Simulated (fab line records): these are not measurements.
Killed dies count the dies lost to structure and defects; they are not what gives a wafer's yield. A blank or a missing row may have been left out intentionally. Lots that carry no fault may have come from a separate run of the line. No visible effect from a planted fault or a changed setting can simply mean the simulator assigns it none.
Which tool is to blame?	flow n5-finfet	72 wafers from 24 lots sampled at 4 of the route's 1938 steps

## WHAT THE GAUGES SHOWED, per wafer
N5_BEOL_M9_CD_MEAS_11: target cd 64.1 nm. Usual: cd-nm reads 64.4 nm (standard deviation 0.52).
lot	measured	on	cd-nm (nm)	flag
L075	day 10 16:04	cd-sem-01	65.0 65.3 65.1	
L074	day 10 18:05	cd-sem-01	64.4 64.8 64.6	
L076	day 11 03:44	cd-sem-03	64.2 64.6 65.2	
L080	day 11 11:44	cd-sem-02	64.4 63.3 63.4	
L078	day 11 14:20	cd-sem-01	63.6 64.3 63.8	
L077	day 11 14:34	cd-sem-01	64.6 64.9 64.2	
L079	day 12 03:25	cd-sem-02	64.5 64.4 64.0	
L081	day 12 18:01	cd-sem-01	63.9 64.0 64.4	
L082	day 12 18:14	cd-sem-02	64.7 64.3 64.1	
L083	day 13 10:13	cd-sem-01	64.6 64.4 65.3	
L084	day 13 10:03	cd-sem-02	64.1 63.8 63.5	
L086	day 14 10:04	cd-sem-01	64.1 64.4 63.8	
L085	day 14 11:10	cd-sem-01	64.1 64.4 64.0	
L088	day 14 13:47	cd-sem-01	64.0 64.3 64.6	
L087	day 14 23:53	cd-sem-01	64.3 65.6 64.8	
L089	day 15 00:38	cd-sem-02	65.3 64.2 64.9	
L093	day 15 01:07	cd-sem-02	65.0 63.8 64.9	
L091	day 15 09:47	cd-sem-03	64.8 64.7 64.5	
L090	day 15 10:55	cd-sem-01	64.4 65.3 64.0	
L095	day 15 19:55	cd-sem-03	64.4 64.1 64.8	
L094	day 15 20:34	cd-sem-03	63.9 64.6 64.3	
L092	day 15 20:59	cd-sem-01	63.4 63.4 63.5	
L096	day 16 23:55	cd-sem-02	64.5 63.9 64.6	
L097	day 17 18:42	cd-sem-01	64.9 64.7 64.8	

## EACH LOT AND THE TOOL THAT RAN IT (in order: tool; ch and the chambers of the sampled wafers; start)
lot	N5_BEOL_M8_STRIP_80	N5_BEOL_M8_PRE_CLEAN_45	N5_BEOL_M9_HM_DEP_02
L075	rie-diel-01 ch 0,1, day 10 11:14 or earlier	pvd-sputter-01, day 10 11:14	pvd-sputter-01, day 10 15:42
L074	rie-diel-03 ch 1,2, day 10 13:43 or earlier	pvd-sputter-01, day 10 13:43	pvd-sputter-01, day 10 17:32
L076	rie-diel-04 ch 0,3, day 11 00:14 or earlier	pvd-sputter-02, day 11 00:14	pvd-sputter-03, day 11 03:22
L080	rie-diel-04 ch 0,2,3, day 11 06:52 or earlier	pvd-sputter-01, day 11 06:52	pvd-sputter-02, day 11 11:22
L078	rie-diel-04 ch 0,1, day 11 09:08 or earlier	pvd-sputter-01, day 11 09:08	pvd-sputter-03, day 11 13:58
L077	rie-diel-01 ch 1,2,3, day 11 09:47 or earlier	pvd-sputter-01, day 11 09:47	pvd-sputter-03, day 11 14:04
L079	rie-diel-04 ch 0,2,3, day 11 19:48 or earlier	pvd-sputter-02, day 11 19:48	pvd-sputter-02, day 12 02:55
L081	rie-diel-04 ch 1,3, day 12 12:25 or earlier	pvd-sputter-03, day 12 12:25	pvd-sputter-03, day 12 17:31
L082	rie-diel-03 ch 0,1,3, day 12 14:52 or earlier	pvd-sputter-02, day 12 14:52	pvd-sputter-02, day 12 17:44
L083	rie-diel-01 ch 0,2, day 13 01:07 or earlier	pvd-sputter-01, day 13 01:07	pvd-sputter-03, day 13 09:40
L084	rie-diel-01 ch 0,2, day 13 01:51 or earlier	pvd-sputter-01, day 13 01:51	pvd-sputter-03, day 13 09:34
L086	rie-diel-01 ch 0,1,3, day 14 06:02 or earlier	pvd-sputter-01, day 14 06:02	pvd-sputter-03, day 14 09:34
L085	rie-diel-01 ch 1,2, day 14 06:49 or earlier	pvd-sputter-01, day 14 06:49	pvd-sputter-03, day 14 10:47
L088	rie-diel-03 ch 0,3, day 14 09:27 or earlier	pvd-sputter-03, day 14 09:27	pvd-sputter-02, day 14 13:17
L087	rie-diel-04 ch 0,3, day 14 18:02 or earlier	pvd-sputter-03, day 14 18:02	pvd-sputter-03, day 14 23:23
L089	rie-diel-03 ch 0,2,3, day 14 20:47 or earlier	pvd-sputter-01, day 14 20:47	pvd-sputter-01, day 15 00:08
L093	rie-diel-03 ch 0,2,3, day 14 20:58 or earlier	pvd-sputter-03, day 14 20:58	pvd-sputter-01, day 15 00:37
L091	rie-diel-04 ch 0,3, day 15 03:56 or earlier	pvd-sputter-03, day 15 03:56	pvd-sputter-01, day 15 09:17
L090	rie-diel-03 ch 0,1, day 15 06:01 or earlier	pvd-sputter-03, day 15 06:01	pvd-sputter-01, day 15 10:32
L095	rie-diel-04 ch 2,3, day 15 13:51 or earlier	pvd-sputter-02, day 15 13:51	pvd-sputter-03, day 15 19:31
L094	rie-diel-01 ch 0,2,3, day 15 14:15 or earlier	pvd-sputter-02, day 15 14:15	pvd-sputter-03, day 15 20:04
L092	rie-diel-03 ch 0,1, day 15 14:20 or earlier	pvd-sputter-02, day 15 14:20	pvd-sputter-03, day 15 20:29
L096	rie-diel-01 ch 1,2, day 16 15:55 or earlier	pvd-sputter-03, day 16 15:55	pvd-sputter-02, day 16 23:25
L097	rie-diel-03 ch 2,3, day 17 12:33 or earlier	pvd-sputter-03, day 17 12:33	pvd-sputter-01, day 17 18:13
- N5_BEOL_M8_STRIP_80: strips in N2/H2, time 10 s.
- N5_BEOL_M8_PRE_CLEAN_45: time 30 s.
- N5_BEOL_M9_HM_DEP_02: deposits TiN, target thk 20 nm.

## WHAT THE TOOLS THEMSELVES READ (means of the sampled wafers that have a number; where no wafer has one, the mark that the record gives instead)
N5_BEOL_M8_STRIP_80. Usual: drypump-motor-current-A 5.5 A, standard deviation 0.4; oes-product-au 0.82 a.u., standard deviation 0.066; rf-vpp-V 59.3 V, standard deviation 0.93; showerhead-plenum-p-Torr 2.55 Torr, standard deviation 0.1; throttle-valve-pct 23.57 %, standard deviation 0.29.
lot	tool	drypump-motor-current-A (A)	oes-product-au (a.u.)	rf-vpp-V (V)	showerhead-plenum-p-Torr (Torr)	throttle-valve-pct (%)	flag
L075	rie-diel-01	5.4	0.89	59.2	2.52	23.55	
L074	rie-diel-03	5.4	0.83	59.2	2.60	23.41	
L076	rie-diel-04	5.4	0.92	59.0	2.55	23.44	
L080	rie-diel-04	5.5	0.87	58.8	2.57	23.41	
L078	rie-diel-04	5.6	0.89	57.8	2.47	23.53	
L077	rie-diel-01	5.4	0.90	59.5	2.62	23.50	
L079	rie-diel-04	5.5	0.86	59.3	2.57	23.42	
L081	rie-diel-04	6.0	0.85	59.2	2.62	23.94	
L082	rie-diel-03	5.4	0.78	59.8	2.59	23.40	
L083	rie-diel-01	5.8	0.90	60.1	2.62	23.75	
L084	rie-diel-01	5.7	0.87	59.0	2.54	23.68	
L086	rie-diel-01	5.2	0.84	60.1	2.53	23.47	
L085	rie-diel-01	5.5	0.87	59.4	2.62	23.61	
L088	rie-diel-03	5.5	0.75	59.4	2.58	23.47	
L087	rie-diel-04	5.6	0.84	59.5	2.61	23.67	
L089	rie-diel-03	5.5	0.74	59.1	2.50	23.62	
L093	rie-diel-03	5.5	0.73	59.5	2.50	23.61	
L091	rie-diel-04	5.6	0.84	59.7	2.61	23.67	
L090	rie-diel-03	5.3	0.75	59.5	2.51	23.46	
L095	rie-diel-04	5.5	0.79	58.9	2.59	23.43	
L094	rie-diel-01	5.5	0.84	59.1	2.56	23.60	
L092	rie-diel-03	5.3	0.78	59.3	2.58	23.38	
L096	rie-diel-01	5.5	0.84	59.3	2.61	23.63	
L097	rie-diel-03	5.5	0.71	58.9	2.49	23.73	

N5_BEOL_M8_PRE_CLEAN_45. Usual: heater-power-w reads 325 W (standard deviation 29).
lot	tool	heater-power-w (W)	flag
L075	pvd-sputter-01	300	
L074	pvd-sputter-01	305	
L076	pvd-sputter-02	350	
L080	pvd-sputter-01	313	
L078	pvd-sputter-01	302	
L077	pvd-sputter-01	319	
L079	pvd-sputter-02	347	
L081	pvd-sputter-03	329	
L082	pvd-sputter-02	352	
L083	pvd-sputter-01	336	
L084	pvd-sputter-01	298	
L086	pvd-sputter-01	302	
L085	pvd-sputter-01	303	
L088	pvd-sputter-03	313	
L087	pvd-sputter-03	346	
L089	pvd-sputter-01	311	
L093	pvd-sputter-03	337	
L091	pvd-sputter-03	340	
L090	pvd-sputter-03	309	
L095	pvd-sputter-02	357	
L094	pvd-sputter-02	350	
L092	pvd-sputter-02	329	
L096	pvd-sputter-03	316	
L097	pvd-sputter-03	316	

N5_BEOL_M9_HM_DEP_02. Usual: throttle-valve-pct reads 30.2 % (standard deviation 1.2).
lot	tool	throttle-valve-pct (%)	flag
L075	pvd-sputter-01	31.8	
L074	pvd-sputter-01	31.4	
L076	pvd-sputter-03	29.8	
L080	pvd-sputter-02	29.2	
L078	pvd-sputter-03	30.1	
L077	pvd-sputter-03	30.3	
L079	pvd-sputter-02	29.5	
L081	pvd-sputter-03	29.2	
L082	pvd-sputter-02	29.3	
L083	pvd-sputter-03	29.9	
L084	pvd-sputter-03	29.4	
L086	pvd-sputter-03	30.1	
L085	pvd-sputter-03	29.5	
L088	pvd-sputter-02	29.5	
L087	pvd-sputter-03	29.2	
L089	pvd-sputter-01	31.2	
L093	pvd-sputter-01	30.6	
L091	pvd-sputter-01	30.8	
L090	pvd-sputter-01	30.9	
L095	pvd-sputter-03	30.3	
L094	pvd-sputter-03	29.6	
L092	pvd-sputter-03	30.6	
L096	pvd-sputter-02	30.4	
L097	pvd-sputter-01	31.5	

## THE ANSWER, worked out from the rows above alone
Rule: take the mean of a lot's wafers that have a number; if it is more than 3 standard deviations from the usual mean, the lot is off. A lot without any number at a reading at which 4 lots or more have one is off too. Any other lot the step has rows for is counted as sound. The gauges are gone through in route order, then the tools' own readings, and for those a lot's mean is taken as printed above. At the first step where some lot is off, the reading lying furthest off is the one used; lots without a number count as furthest.
Across all readings shown, no lot is off: no conclusion can be drawn from this.

## WHAT WAS PUT IN BY THE SIMULATOR
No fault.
